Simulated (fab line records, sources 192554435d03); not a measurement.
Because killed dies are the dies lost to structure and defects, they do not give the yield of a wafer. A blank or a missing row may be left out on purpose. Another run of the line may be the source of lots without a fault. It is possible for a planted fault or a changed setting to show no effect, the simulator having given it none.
fab line records -- flow n5Finfet
[record] lots = 7, wafers = 21
route steps=1938 shown BEOL_M7@1299 BEOL_M8@1338 BEOL_M9@1405 BEOL_M10@1470
startH: the number of hours between the record's first day and the start of the first shown wafer of the lot -- waitH: hours since the lot's step before -- " same as the row above -- L1.1+2: one row covering several wafers at once -- - either no value or no given start -- * or withheld: withheld -- < > ~ a bound
route shown NAME@n: names a module that has steps shown in the file, with the first one's number in the route -- usual: mean/standard deviation taken from wafers without a fault -- same: alike in all rows -- chamber/n: place in a boat -- sites: readings site by site -- _std_site: standard deviation across them -- _edge_site: mean of outer sites minus mean of inner sites -- radiusMm: how far each site lies from the wafer's centre -- mask NAME#n: copy n -- behind: the tool/chamber that last shaped the wafer -- hold: cause of the lot's hold/its duration in hours/its outcome -- device: names the non-switching transistor (n, p or np) -- end of line: tests of these same wafers at the route's end -- a step with no rows: only its recipe -- killed: count of dies lost to structure and defects at first sort (not the wafer's yield) -- map: a wafer's dies, marking killed ones x, the rest . and places with no die _
set.NAME: setting as actually run; set.NAME@STEP: the setting as run at that earlier step -- model.NAME: the simulator's own value behind a step, which no gauge read
one table per step and one row per wafer, for lots whose settings were changed on purpose
[[steps]]
[step N5_BEOL_M7_DESCUM_33]
[recipe] chemistry = O2, timeS = 7, sourcePowerW = 50, biasPowerW = 20, pressureMtorr = 20, rfFrequencyHz = 2.712e+07, tempC = 40, resist = CAR-EUV, o2FlowSccm = 225
lot.wafer,tool,chamber,startH,waitH,set.timeS,set.spinRpm@BEOL_M7_COAT_22,model.CAR-EUV_of_BEOL_M7_COAT_22.thkNm
L074.1,rieDiel-05,3,192.39,0.3,7,1500,26.2
L074.3+5,rieDiel-05,"2,0",192.39,0.3,5.621,1453,27.2
L077.1+4,rieDiel-03,"2,3",212.00,0.0,7.844,1500,25.8
L077.2,rieDiel-03,0,212.00,0.0,7,1500,26.2
L076.1+4,rieDiel-03,"0,1",225.73,0.0,7,1500,26
L076.6,rieDiel-03,3,225.73,0.0,5.658,1500,26.6
L079.1,rieDiel-03,0,245.48,0.7,7,1587,25.2
L079.2,rieDiel-03,3,245.48,0.7,6.078,1500,26.6
L079.6,rieDiel-03,1,245.48,0.7,6.078,1587,25.6
L083.1,rieDiel-03,1,266.39,0.2,6.321,1500,26.4
L083.2,rieDiel-03,0,266.39,0.2,7,1500,26.2
L083.5,rieDiel-03,1,266.39,0.2,7,1500,26
L086.2+3+6,rieDiel-05,"0,3,0",274.68,0.5,7,1500,26.2
L087.1+3+6,rieDiel-03,"2,0,1",288.15,0.3,7,1500,26.2
[step N5_BEOL_M7_ETCH_72]
[recipe] chemistry = N2/H2, target = underlayer, targetDepthA = 65, maskMaterial = CAR-EUV, timeS = 5.2, ionEnergyEv = 200, pressureMtorr = 30, sourceW = 840, biasW = 150, n2FlowSccm = 200, h2FlowSccm = 200, ends = cleared
lot.wafer,tool,chamber,startH,waitH,set.spinRpm@BEOL_M7_COAT_22,set.timeS@BEOL_M7_DESCUM_33,model.CAR-EUV_of_BEOL_M7_COAT_22.thkNm
L074.1,rieDiel-05,3,192.43,0.0,1500,7,20.4
L074.3,rieDiel-05,2,192.43,0.0,1453,5.621,21.4
L074.5,rieDiel-05,0,192.43,0.0,1453,5.621,21.6
L077.1,rieDiel-03,2,212.04,0.0,1500,7.844,20.2
L077.2,rieDiel-03,0,212.04,0.0,1500,7,20.4
L077.4,rieDiel-03,3,212.04,0.0,1500,7.844,20
L076.1,rieDiel-03,0,225.76,0.0,1500,7,20.2
L076.4,rieDiel-03,1,225.76,0.0,1500,7,20.4
L076.6,rieDiel-03,3,225.76,0.0,1500,5.658,21
L079.1,rieDiel-03,0,245.52,0.0,1587,7,19.4
L079.2,rieDiel-03,3,245.52,0.0,1500,6.078,21
L079.6,rieDiel-03,1,245.52,0.0,1587,6.078,19.8
L083.1,rieDiel-03,1,266.42,0.0,1500,6.321,20.8
L083.2+5,rieDiel-03,"0,1",266.42,0.0,1500,7,20.4
L086.2+3+6,rieDiel-05,"0,3,0",274.71,0.0,1500,7,20.4
L087.1+6,rieDiel-03,"2,1",288.18,0.0,1500,7,20.4
L087.3,rieDiel-03,0,288.18,0.0,1500,7,20.6
[step N5_BEOL_M7_ETCH_65]
[recipe] chemistry = CF4, target = SiARC, targetDepthA = 156, maskMaterial = CAR-EUV, timeS = 26, ionEnergyEv = 80, pressureMtorr = 40, sourceW = 545, biasW = 36, Ar_flow_sccm = 100, cf4FlowSccm = 100, ends = cleared
lot.wafer,tool,chamber,startH,waitH,set.spinRpm@BEOL_M7_COAT_22,set.timeS@BEOL_M7_DESCUM_33,model.CAR-EUV_of_BEOL_M7_COAT_22.thkNm
L074.1,rieDiel-05,3,192.45,0.0,1500,7,11.2
L074.3,rieDiel-05,2,192.45,0.0,1453,5.621,12.2
L074.5,rieDiel-05,0,192.45,0.0,1453,5.621,12.4
L077.1,rieDiel-03,2,212.05,0.0,1500,7.844,11
L077.2,rieDiel-03,0,212.05,0.0,1500,7,11.2
L077.4,rieDiel-03,3,212.05,0.0,1500,7.844,10.8
L076.1,rieDiel-03,0,225.78,0.0,1500,7,11
L076.4,rieDiel-03,1,225.78,0.0,1500,7,11.2
L076.6,rieDiel-03,3,225.78,0.0,1500,5.658,11.8
L079.1,rieDiel-03,0,245.53,0.0,1587,7,10.2
L079.2,rieDiel-03,3,245.53,0.0,1500,6.078,11.8
L079.6,rieDiel-03,1,245.53,0.0,1587,6.078,10.6
L083.1,rieDiel-03,1,266.44,0.0,1500,6.321,11.6
L083.2+5,rieDiel-03,"0,1",266.44,0.0,1500,7,11.2
L086.2+3+6,rieDiel-05,"0,3,0",274.73,0.0,1500,7,11.2
L087.1+6,rieDiel-03,"2,1",288.20,0.0,1500,7,11.2
L087.3,rieDiel-03,0,288.20,0.0,1500,7,11.4
[step N5_BEOL_M8_COAT_60]
[recipe] resist = SiARC, tempC = 220, timeS = 60, spinRpm = 1500, resistThkNm = 35
lot.wafer,tool,chamber,startH,waitH,set.spinRpm,model.SiARC_of_BEOL_M8_COAT_60.thkNm
L074.1,lithoTrack-01,0,-,-,1591,33.8
L074.3+5,lithoTrack-01,0,-,-,1500,35
L077.1+2+4,lithoTrack-03,0,-,-,1500,35
L076.1,lithoTrack-01,0,-,-,1500,34.8
L076.4+6,lithoTrack-01,0,-,-,1388,36.4
L079.1,lithoTrack-01,0,-,-,1564,34
L079.2,lithoTrack-01,0,-,-,1500,34.8
L079.6,lithoTrack-01,0,-,-,1564,34.2
L083.1+2+5,lithoTrack-01,0,-,-,1616,33.6
L086.2,lithoTrack-01,0,-,-,1500,34.6
L086.3,lithoTrack-01,0,-,-,1500,34.8
L086.6,lithoTrack-01,0,-,-,1500,35
L087.1,lithoTrack-03,0,-,-,1500,34.8
L087.3,lithoTrack-03,0,-,-,1664,33
L087.6,lithoTrack-03,0,-,-,1664,33.2
[step N5_BEOL_M8_EXPOSE_08]
[recipe] maskId = M8, na = 1.35, sourceShape = dipole, sigmaInner = 0.817, sigmaOuter = 0.97, polarization = te, doseMj = 68.25
lot.wafer,tool,chamber,startH,waitH,mask,set.doseMj
L074.1+5,arfiScanner-03,0,197.59,-,M8#0,72.74
L074.3,arfiScanner-03,0,197.59,-,M8#0,68.25
L077.1+2,arfiScanner-02,0,216.22,-,M8#0,69.53
L077.4,arfiScanner-02,0,216.22,-,M8#0,68.25
L076.1+4,arfiScanner-01,0,231.22,-,M8#0,71.85
L076.6,arfiScanner-01,0,231.22,-,M8#0,68.25
L079.1+6,arfiScanner-01,0,252.41,-,M8#0,68.25
L079.2,arfiScanner-01,0,252.41,-,M8#0,69.7
L083.1,arfiScanner-01,0,274.71,-,M8#0,72.86
L083.2+5,arfiScanner-01,0,274.71,-,M8#0,68.25
L086.2+3+6,arfiScanner-01,0,281.26,-,M8#0,68.25
L087.1,arfiScanner-03,0,294.42,-,M8#0,64.91
L087.3+6,arfiScanner-03,0,294.42,-,M8#0,68.25
[step N5_BEOL_M8_PEB_09]
[recipe] pebTempC = withheld, pebTimeS = 60, resist = CAR-ArF
[step N5_BEOL_M8_DEVELOP_10]
[recipe] developTimeS = 30, developer = TMAH, resist = CAR-ArF, rinseLiquid = diw, dry = airSpin, devTempC = 23
[step N5_BEOL_M8_CD_MEAS_11]
[recipe] targetCdNm = 38.5, landingEnergyEv = 500, detector = seInlens, polarity = opening
[usual] cdNm = 38.4/0.66
lot.wafer,tool,chamber,startH,waitH,set.doseMj@BEOL_M8_EXPOSE_08,cdNm
L074.1,cdSem-03,0,197.72,-,72.74,41.4
L074.3,cdSem-03,0,197.72,-,68.25,37.9
L074.5,cdSem-03,0,197.72,-,72.74,40.9
L077.1,cdSem-01,0,216.35,-,69.53,39.4
L077.2,cdSem-01,0,216.35,-,69.53,39.5
L077.4,cdSem-01,0,216.35,-,68.25,39.3
L076.1,cdSem-01,0,231.35,-,71.85,40.1
L076.4,cdSem-01,0,231.35,-,71.85,40.5
L076.6,cdSem-01,0,231.35,-,68.25,38.7
L079.1,cdSem-01,0,252.54,-,68.25,37.8
L079.2,cdSem-01,0,252.54,-,69.7,39.8
L079.6,cdSem-01,0,252.54,-,68.25,39.8
L083.1,cdSem-01,0,274.84,-,72.86,42.5
L083.2,cdSem-01,0,274.84,-,68.25,39.0
L083.5,cdSem-01,0,274.84,-,68.25,38.6
L086.2,cdSem-03,0,281.38,-,68.25,39.2
L086.3,cdSem-03,0,281.38,-,68.25,38.8
L086.6,cdSem-03,0,281.38,-,68.25,39.3
L087.1,cdSem-03,0,294.55,-,64.91,36.1
L087.3,cdSem-03,0,294.55,-,68.25,38.0
L087.6,cdSem-03,0,294.55,-,68.25,38.6
[step N5_BEOL_M8_DESCUM_16]
[recipe] chemistry = O2, timeS = 7.9, sourcePowerW = 50, biasPowerW = 20, pressureMtorr = 20, rfFrequencyHz = 2.712e+07, tempC = 40, resist = CAR-ArF, o2FlowSccm = 225
[step N5_BEOL_M8_ETCH_61]
[recipe] chemistry = CF4, target = SiARC, targetDepthA = 455, maskMaterial = CAR-ArF, timeS = 75.8, ionEnergyEv = 80, pressureMtorr = 40, sourceW = 545, biasW = 36, Ar_flow_sccm = 100, cf4FlowSccm = 100, ends = cleared
lot.wafer,tool,chamber,startH,waitH,set.spinRpm@BEOL_M8_COAT_60,model.etch.depthNm,model.CAR-ArF_of_BEOL_M8_COAT_05.thkNm
L074.1,rieDiel-04,0,197.84,0.0,1591,33.86,52
L074.3,rieDiel-04,2,197.84,0.0,1500,35.03,51.2
L074.5,rieDiel-04,0,197.84,0.0,1500,34.97,51.2
L077.1,rieDiel-01,0,217.09,0.0,1500,35.06,51.2
L077.2,rieDiel-01,2,217.09,0.0,1500,35.05,50.6
L077.4,rieDiel-01,1,217.09,0.0,1500,34.94,50.8
L076.1,rieDiel-01,0,231.72,0.0,1500,34.8,51
L076.4,rieDiel-01,2,231.72,0.0,1388,36.41,49.4
L076.6,rieDiel-01,3,231.72,0.0,1388,36.35,49.4
L079.1,rieDiel-06,0,252.67,0.0,1564,34.1,51.8
L079.2,rieDiel-06,1,252.67,0.0,1500,34.84,51
L079.6,rieDiel-06,0,252.67,0.0,1564,34.12,51.6
L083.1,rieDiel-06,0,275.02,0.0,1616,33.57,52.4
L083.2,rieDiel-06,3,275.02,0.0,1616,33.65,52.4
L083.5,rieDiel-06,0,275.02,0.0,1616,33.53,52.4
L086.2,rieDiel-04,2,281.55,0.0,1500,34.67,51.2
L086.3,rieDiel-04,3,281.55,0.0,1500,34.84,50.8
L086.6,rieDiel-04,2,281.55,0.0,1500,34.9,50.8
L087.1,rieDiel-06,2,294.67,0.0,1500,34.79,50.8
L087.3,rieDiel-06,0,294.67,0.0,1664,33.03,52.6
L087.6,rieDiel-06,1,294.67,0.0,1664,33.14,52.4
[step N5_BEOL_M8_ETCH_62]
[recipe] chemistry = N2/H2, target = SOC, targetDepthA = 1100, overetchA = 220, maskMaterial = SiARC, tempC = 40, timeS = 165, ionEnergyEv = 200, pressureMtorr = 30, sourceW = 840, biasW = 150, n2FlowSccm = 200, h2FlowSccm = 200
[step N5_BEOL_M8_STRIP_68]
[recipe] chemistry = N2/H2, tempC = 40, n2FlowSccm = 200, h2FlowSccm = 200, rfFrequencyHz = 6e+07
[step N5_BEOL_M8_STRIP_67]
[recipe] chemistry = CF4, resist = SiARC, powerW = 300, biasPowerW = 75, pressureMtorr = 50, cf4FlowSccm = 150, rfFrequencyHz = 6e+07
[step N5_BEOL_M8_HM_OPEN_17]
[recipe] chemistry = Cl2/BCl3, targetDepthA = 200, overetchA = 60, target = TiN, maskMaterial = SOC, ionEnergyEv = 150, pressureMtorr = 10, icpW = 1000, biasW = 126, Cl2_flow_sccm = 53.25, bcl3FlowSccm = 21.75, Ar_flow_sccm = 25
lot.wafer,tool,chamber,startH,waitH,set.doseMj@BEOL_M8_EXPOSE_08,model.BEOL_M8.cdOffsetNm
L074.1+5,rieMetal-01,0,198.08,0.0,72.74,3
L074.3,rieMetal-01,1,198.08,0.0,68.25,-0.2
L077.1,rieMetal-01,1,217.33,0.0,69.53,1.4
L077.2,rieMetal-01,0,217.33,0.0,69.53,0.6
L077.4,rieMetal-01,0,217.33,0.0,68.25,0.2
L076.1,rieMetal-02,1,231.96,0.0,71.85,1.4
L076.4,rieMetal-02,1,231.96,0.0,71.85,1.8
L076.6,rieMetal-02,1,231.96,0.0,68.25,0
L079.1,rieMetal-03,0,252.97,0.1,68.25,-0.6
L079.2,rieMetal-03,1,252.97,0.1,69.7,1.8
L079.6,rieMetal-03,0,252.97,0.1,68.25,1.4
L083.1,rieMetal-02,1,275.27,0.0,72.86,4.4
L083.2+5,rieMetal-02,"0,1",275.27,0.0,68.25,0
L086.2+6,rieMetal-03,"0,1",281.80,0.0,68.25,1
L086.3,rieMetal-03,1,281.80,0.0,68.25,0.2
L087.1,rieMetal-02,1,294.91,0.0,64.91,-2.6
L087.3,rieMetal-02,1,294.91,0.0,68.25,-1.2
L087.6,rieMetal-02,1,294.91,0.0,68.25,-1
[step N5_BEOL_M8_STRIP_19]
[recipe] chemistry = O2, powerW = 400, tempC = 40, pressureMtorr = 30, rfFrequencyHz = 6e+07, biasPowerW = 0, overashFraction = 0.2, o2FlowSccm = 225
[step N5_BEOL_M8_CD_MEAS_18]
[recipe] pitchNm = 80, targetCdNm = 40
[usual] cdNm = 39.9/0.77
lot.wafer,tool,chamber,startH,waitH,set.doseMj@BEOL_M8_EXPOSE_08,cdNm
L074.1,cdSem-02,-,198.38,0.0,72.74,43.0
L074.3,cdSem-02,-,198.38,0.0,68.25,39.6
L074.5,cdSem-02,-,198.38,0.0,72.74,42.7
L077.1,cdSem-01,-,217.51,0.0,69.53,41.1
L077.2,cdSem-01,-,217.51,0.0,69.53,40.5
L077.4,cdSem-01,-,217.51,0.0,68.25,40.1
L076.1,cdSem-02,-,232.14,0.0,71.85,41.3
L076.4,cdSem-02,-,232.14,0.0,71.85,41.5
L076.6,cdSem-02,-,232.14,0.0,68.25,39.8
L079.1,cdSem-02,-,253.15,0.0,68.25,39.0
L079.2,cdSem-02,-,253.15,0.0,69.7,41.6
L079.6,cdSem-02,-,253.15,0.0,68.25,41.6
L083.1,cdSem-01,-,275.54,0.0,72.86,44.3
L083.2,cdSem-01,-,275.54,0.0,68.25,40.2
L083.5,cdSem-01,-,275.54,0.0,68.25,40.1
L086.2,cdSem-01,-,282.10,0.1,68.25,41.1
L086.3,cdSem-01,-,282.10,0.1,68.25,40.1
L086.6,cdSem-01,-,282.10,0.1,68.25,41.0
L087.1,cdSem-01,-,295.09,0.0,64.91,37.3
L087.3,cdSem-01,-,295.09,0.0,68.25,38.9
L087.6,cdSem-01,-,295.09,0.0,68.25,39.1
[step N5_BEOL_M8_COAT_63]
[recipe] resist = SOC, tempC = 250, timeS = 60, spinRpm = 1500, resistThkNm = 60
[step N5_BEOL_M8_COAT_64]
[recipe] resist = SiARC, tempC = 220, timeS = 60, spinRpm = 1500, resistThkNm = 12
[step N5_BEOL_M8_PRECLEAN_42]
[recipe] chemistry = residueRemover, timeS = 60, tempC = 40
[step N5_BEOL_M8_SRD_43]
[recipe] timeS = 30, tempC = 23, rinseLiquid = diw, dry = ipaMarangoni
[step N5_BEOL_M8_CD_MEAS_35]
[recipe] targetCdNm = 40, polarity = opening
[usual] cdNm = 39.9/0.74
lot.wafer,tool,chamber,startH,waitH,set.doseMj@BEOL_M8_EXPOSE_08,cdNm
L074.1,cdSem-01,-,200.53,0.0,72.74,43.1
L074.3,cdSem-01,-,200.53,0.0,68.25,39.9
L074.5,cdSem-01,-,200.53,0.0,72.74,43.2
L077.1,cdSem-01,-,219.89,0.0,69.53,41.1
L077.2,cdSem-01,-,219.89,0.0,69.53,40.7
L077.4,cdSem-01,-,219.89,0.0,68.25,39.9
L076.1,cdSem-01,-,234.75,0.0,71.85,41.2
L076.4,cdSem-01,-,234.75,0.0,71.85,42.3
L076.6,cdSem-01,-,234.75,0.0,68.25,40.3
L079.1,cdSem-02,-,254.38,0.0,68.25,39.2
L079.2,cdSem-02,-,254.38,0.0,69.7,41.3
L079.6,cdSem-02,-,254.38,0.0,68.25,41.4
L083.1,cdSem-02,-,278.21,0.0,72.86,44.4
L083.2,cdSem-02,-,278.21,0.0,68.25,39.6
L083.5,cdSem-02,-,278.21,0.0,68.25,40.0
L086.2,cdSem-02,-,286.35,0.0,68.25,41.0
L086.3,cdSem-02,-,286.35,0.0,68.25,40.1
L086.6,cdSem-02,-,286.35,0.0,68.25,41.0
L087.1,cdSem-02,-,297.06,0.0,64.91,37.2
L087.3,cdSem-02,-,297.06,0.0,68.25,38.9
L087.6,cdSem-02,-,297.06,0.0,68.25,39.5
[step N5_BEOL_M8_DEP_56]
[recipe] material = SiCN, targetThkA = 100, tempC = withheld, precursor = 3MS/NH3, pressureTorr = 3, rfW = 202, timeS = 17.5
lot.wafer,tool,chamber,startH,waitH,set.timeS,model.SiCN_of_BEOL_M8_DEP_56.thkNm
L074.1+5,pecvd-03,"1,0",204.70,0.0,17.5,10
L074.3,pecvd-03,1,204.70,0.0,17.5,10.2
L077.1,pecvd-03,1,222.31,0.0,17.5,10
L077.2,pecvd-03,0,222.31,0.0,15.17,8.4
L077.4,pecvd-03,0,222.31,0.0,15.17,8.6
L076.1,pecvd-01,0,238.33,0.0,17.5,9.8
L076.4,pecvd-01,1,238.33,0.0,15.36,8.4
L076.6,pecvd-01,0,238.33,0.0,15.36,8.8
L079.1,pecvd-01,2,257.25,0.0,17.5,9.8
L079.2,pecvd-01,0,257.25,0.0,17.5,9.6
L079.6,pecvd-01,0,257.25,0.0,17.5,10
L083.1+5,pecvd-03,"0,1",281.46,0.0,17.5,10
L083.2,pecvd-03,1,281.46,0.0,16.75,9.6
L086.2+6,pecvd-03,"1,0",289.04,0.0,17.5,10
L086.3,pecvd-03,0,289.04,0.0,17.5,9.8
L087.1+3,pecvd-01,0,300.14,0.0,17.5,10
L087.6,pecvd-01,0,300.14,0.0,18.95,11
[step N5_BEOL_M9_HM_DEP_02]
[recipe] material = TiN, targetThkA = 200, tempC = 25, chamberPressurePa = 0.49996
lot.wafer,tool,chamber,startH,waitH,set.targetThkA,model.TiN_of_BEOL_M9_HM_DEP_02.thkNm
L074.1,pvdSputter-03,-,206.53,1.0,180,18.6
L074.3,pvdSputter-03,-,206.53,1.0,180,18.4
L074.5,pvdSputter-03,-,206.53,1.0,200,20.2
L077.1,pvdSputter-02,-,223.73,0.6,200,20
L077.2+4,pvdSputter-02,-,223.73,0.6,177.7,17.8
L076.1,pvdSputter-03,-,239.65,0.5,200,19.8
L076.4,pvdSputter-03,-,239.65,0.5,178.1,17.4
L076.6,pvdSputter-03,-,239.65,0.5,178.1,17.8
L079.1,pvdSputter-01,-,258.94,0.9,173.7,17.2
L079.2+6,pvdSputter-01,-,258.94,0.9,173.7,17.4
L083.1,pvdSputter-01,-,285.80,3.6,200,20.4
L083.2,pvdSputter-01,-,285.80,3.6,200,19.8
L083.5,pvdSputter-01,-,285.80,3.6,200,20.2
L086.2+6,pvdSputter-03,-,289.87,0.0,200,19.6
L086.3,pvdSputter-03,-,289.87,0.0,200,20.2
L087.1,pvdSputter-02,-,301.91,0.9,179.2,17.2
L087.3,pvdSputter-02,-,301.91,0.9,200,19.6
L087.6,pvdSputter-02,-,301.91,0.9,179.2,17.4
[step N5_BEOL_M9_COAT_59]
[recipe] resist = SOC, tempC = 250, timeS = 60, spinRpm = 1500, resistThkNm = 100
[step N5_BEOL_M9_COAT_60]
[recipe] resist = SiARC, tempC = 220, timeS = 60, spinRpm = 1500, resistThkNm = 30
[step N5_BEOL_M9_STRIP_68]
[recipe] chemistry = N2/H2, tempC = 40, n2FlowSccm = 200, h2FlowSccm = 200, rfFrequencyHz = 6e+07
[step N5_BEOL_M9_STRIP_67]
[recipe] chemistry = CF4, resist = SiARC, powerW = 300, biasPowerW = 75, pressureMtorr = 50, cf4FlowSccm = 150, rfFrequencyHz = 6e+07
[step N5_BEOL_M9_HM_OPEN_17]
[recipe] chemistry = Cl2/BCl3, targetDepthA = 200, overetchA = 60, target = TiN, maskMaterial = SOC, ionEnergyEv = 150, pressureMtorr = 10, icpW = 1000, biasW = 126, Cl2_flow_sccm = 53.25, bcl3FlowSccm = 21.75, Ar_flow_sccm = 25
lot.wafer,tool,chamber,startH,waitH,set.targetThkA@BEOL_M9_HM_DEP_02,model.etch.depthNm
L074.1,rieMetal-01,1,207.59,0.0,180,18.55
L074.3,rieMetal-01,0,207.59,0.0,180,18.35
L074.5,rieMetal-01,1,207.59,0.0,200,20.16
L077.1,rieMetal-01,1,224.60,0.0,200,19.92
L077.2,rieMetal-01,0,224.60,0.0,177.7,17.75
L077.4,rieMetal-01,1,224.60,0.0,177.7,17.74
L076.1,rieMetal-03,1,240.51,0.0,200,19.82
L076.4,rieMetal-03,1,240.51,0.0,178.1,17.34
L076.6,rieMetal-03,1,240.51,0.0,178.1,17.9
L079.1,rieMetal-03,0,259.80,0.0,173.7,17.18
L079.2,rieMetal-03,1,259.80,0.0,173.7,17.49
L079.6,rieMetal-03,0,259.80,0.0,173.7,17.36
L083.1,rieMetal-01,0,286.65,0.0,200,20.38
L083.2,rieMetal-01,1,286.65,0.0,200,19.85
L083.5,rieMetal-01,0,286.65,0.0,200,20.24
L086.2,rieMetal-01,1,290.90,0.0,200,19.66
L086.3,rieMetal-01,0,290.90,0.0,200,20.2
L086.6,rieMetal-01,0,290.90,0.0,200,19.6
L087.1,rieMetal-02,1,302.74,0.0,179.2,17.29
L087.3,rieMetal-02,0,302.74,0.0,200,19.52
L087.6,rieMetal-02,0,302.74,0.0,179.2,17.5
[step N5_BEOL_M10_ILD_DEP_00]
[recipe] material = SiCOH_lowk, targetThkA = 3085.1, tempC = 300, precursor = DEMS/porogen, pressureTorr = 5, rfW = 500, timeS = 58
lot.wafer,tool,chamber,startH,waitH,set.timeS,model.SiCOH_lowk_of_BEOL_M10_ILD_DEP_00.thkNm
L074.1,pecvd-02,1,211.37,0.0,58,301.6
L074.3,pecvd-02,0,211.37,0.0,58,311.2
L074.5,pecvd-02,1,211.37,0.0,58,302.2
L077.1,pecvd-01,2,229.18,0.0,58,298.4
L077.2,pecvd-01,0,229.18,0.0,58,304.4
L077.4,pecvd-01,0,229.18,0.0,58,309.2
L076.1,pecvd-02,1,247.49,0.0,55,294.8
L076.4,pecvd-02,0,247.49,0.0,55,302
L076.6,pecvd-02,1,247.49,0.0,58,308.6
L079.1,pecvd-03,1,263.58,0.0,58,306.2
L079.2,pecvd-03,2,263.58,0.0,58,305.8
L079.6,pecvd-03,2,263.58,0.0,58,311.2
L083.1,pecvd-03,0,292.52,0.0,58,301.8
L083.2,pecvd-03,1,292.52,0.0,58,307.4
L083.5,pecvd-03,0,292.52,0.0,64.64,344.4
L086.2,pecvd-03,2,295.28,0.0,58,305.2
L086.3,pecvd-03,0,295.28,0.0,58,308.6
L086.6,pecvd-03,0,295.28,0.0,58,308.4
L087.1,pecvd-02,1,308.89,0.0,64.39,337
L087.3,pecvd-02,0,308.89,0.0,64.39,343.2
L087.6,pecvd-02,1,308.89,0.0,64.39,339.6
[step N5_BEOL_M10_CURE_71]
[recipe] tempC = 385, timeS = 240, ambient = He/Ar, material = SiCOH_lowk
lot.wafer,tool,chamber,startH,waitH,set.timeS@BEOL_M10_ILD_DEP_00,model.SiCOH_lowk_of_BEOL_M10_ILD_DEP_00.thkNm
L074.1,uvCure-02,0,211.48,0.1,58,261.8
L074.3,uvCure-02,0,211.48,0.1,58,270.4
L074.5,uvCure-02,0,211.48,0.1,58,262.4
L077.1,uvCure-03,0,229.25,0.0,58,259
L077.2,uvCure-03,0,229.25,0.0,58,264.4
L077.4,uvCure-03,0,229.25,0.0,58,268.6
L076.1,uvCure-03,1,247.56,0.0,55,256
L076.4,uvCure-03,1,247.56,0.0,55,262.2
L076.6,uvCure-03,1,247.56,0.0,58,268
L079.1,uvCure-03,1,263.66,0.0,58,266
L079.2,uvCure-03,1,263.66,0.0,58,265.6
L079.6,uvCure-03,1,263.66,0.0,58,270.4
L083.1,uvCure-01,1,292.60,0.0,58,262
L083.2,uvCure-01,1,292.60,0.0,58,267
L083.5,uvCure-01,1,292.60,0.0,64.64,299.8
L086.2,uvCure-02,0,295.44,0.1,58,265
L086.3+6,uvCure-02,0,295.44,0.1,58,268
L087.1,uvCure-01,2,308.97,0.0,64.39,293.2
L087.3,uvCure-01,2,308.97,0.0,64.39,298.6
L087.6,uvCure-01,2,308.97,0.0,64.39,295.6
[step N5_BEOL_M10_THK_MEAS_01]
[recipe] reads = SiCOH_lowk_of_BEOL_M10_ILD_DEP_00
[usual] M10_ILD_THK = 267/3.7
lot.wafer,tool,chamber,startH,waitH,set.timeS@BEOL_M10_ILD_DEP_00,M10_ILD_THK[nm]
L074.1,filmMetro-02,-,212.47,0.8,58,262
L074.3,filmMetro-02,-,212.47,0.8,58,270
L074.5,filmMetro-02,-,212.47,0.8,58,263
L077.1,filmMetro-02,-,229.77,0.4,58,259
L077.2,filmMetro-02,-,229.77,0.4,58,264
L077.4,filmMetro-02,-,229.77,0.4,58,269
L076.1,filmMetro-02,-,248.08,0.4,55,256
L076.4,filmMetro-02,-,248.08,0.4,55,262
L076.6,filmMetro-02,-,248.08,0.4,58,268
L079.1,filmMetro-02,-,264.17,0.4,58,266
L079.2,filmMetro-02,-,264.17,0.4,58,265
L079.6,filmMetro-02,-,264.17,0.4,58,270
L083.1,filmMetro-01,-,293.11,0.4,58,262
L083.2,filmMetro-01,-,293.11,0.4,58,267
L083.5,filmMetro-01,-,293.11,0.4,64.64,300
L086.2,filmMetro-01,-,295.88,0.4,58,265
L086.3,filmMetro-01,-,295.88,0.4,58,268
L086.6,filmMetro-01,-,295.88,0.4,58,268
L087.1,filmMetro-02,-,309.48,0.4,64.39,293
L087.3,filmMetro-02,-,309.48,0.4,64.39,299
L087.6,filmMetro-02,-,309.48,0.4,64.39,295
[[key]]
[split] step = N5_BEOL_M7_DESCUM_33, setting = timeS, stated = 7, by = wafer
[response] step = N5_BEOL_M7_DESCUM_33, reading = model.CAR-EUV_of_BEOL_M7_COAT_22.thkNm, slope = -0.0294, per = 1%, togetherWith = spinRpm@BEOL_M7_COAT_22, explained = 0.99
[response] step = N5_BEOL_M7_ETCH_72, reading = model.CAR-EUV_of_BEOL_M7_COAT_22.thkNm, slope = -0.0311, per = 1%, togetherWith = spinRpm@BEOL_M7_COAT_22, explained = 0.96
[response] step = N5_BEOL_M7_ETCH_65, reading = model.CAR-EUV_of_BEOL_M7_COAT_22.thkNm, slope = -0.0311, per = 1%, togetherWith = spinRpm@BEOL_M7_COAT_22, explained = 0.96
[split] step = N5_BEOL_M8_COAT_60, setting = spinRpm, stated = 1500, by = wafer
[response] step = N5_BEOL_M8_COAT_60, reading = model.SiARC_of_BEOL_M8_COAT_60.thkNm, change = -0.177, per = 1%, r = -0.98
[response] step = N5_BEOL_M8_ETCH_61, reading = model.etch.depthNm, change = -0.176, per = 1%, r = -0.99
[response] step = N5_BEOL_M8_ETCH_61, reading = model.CAR-ArF_of_BEOL_M8_COAT_05.thkNm, change = +0.167, per = 1%, r = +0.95
[split] step = N5_BEOL_M8_EXPOSE_08, setting = doseMj, stated = 68.25, by = wafer
[response] step = N5_BEOL_M8_CD_MEAS_11, reading = cdNm, change = +0.459, per = 1%, r = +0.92
[response] step = N5_BEOL_M8_HM_OPEN_17, reading = model.BEOL_M8.cdOffsetNm, change = +0.478, per = 1%, r = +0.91
[response] step = N5_BEOL_M8_CD_MEAS_18, reading = cdNm, change = +0.475, per = 1%, r = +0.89
[response] step = N5_BEOL_M8_CD_MEAS_35, reading = cdNm, change = +0.497, per = 1%, r = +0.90
[split] step = N5_BEOL_M8_DEP_56, setting = timeS, stated = 17.5, by = wafer
[response] step = N5_BEOL_M8_DEP_56, reading = model.SiCN_of_BEOL_M8_DEP_56.thkNm, change = +0.108, per = 1%, r = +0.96
[split] step = N5_BEOL_M9_HM_DEP_02, setting = targetThkA, stated = 200, by = wafer
[response] step = N5_BEOL_M9_HM_DEP_02, reading = model.TiN_of_BEOL_M9_HM_DEP_02.thkNm, change = +0.198, per = 1%, r = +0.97
[response] step = N5_BEOL_M9_HM_OPEN_17, reading = model.etch.depthNm, change = +0.193, per = 1%, r = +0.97
[split] step = N5_BEOL_M10_ILD_DEP_00, setting = timeS, stated = 58, by = wafer
[response] step = N5_BEOL_M10_ILD_DEP_00, reading = model.SiCOH_lowk_of_BEOL_M10_ILD_DEP_00.thkNm, change = +3.22, per = 1%, r = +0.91
[response] step = N5_BEOL_M10_CURE_71, reading = model.SiCOH_lowk_of_BEOL_M10_ILD_DEP_00.thkNm, change = +2.85, per = 1%, r = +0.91
[response] step = N5_BEOL_M10_THK_MEAS_01, reading = M10_ILD_THK, change = +2.86, per = 1%, r = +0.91
split outsideThisFile step=N5_BEOL_M7_COAT_22 setting=spinRpm
// split outsideThisFile: this setting was split too, and the file shows its column; the key of that split is in another file
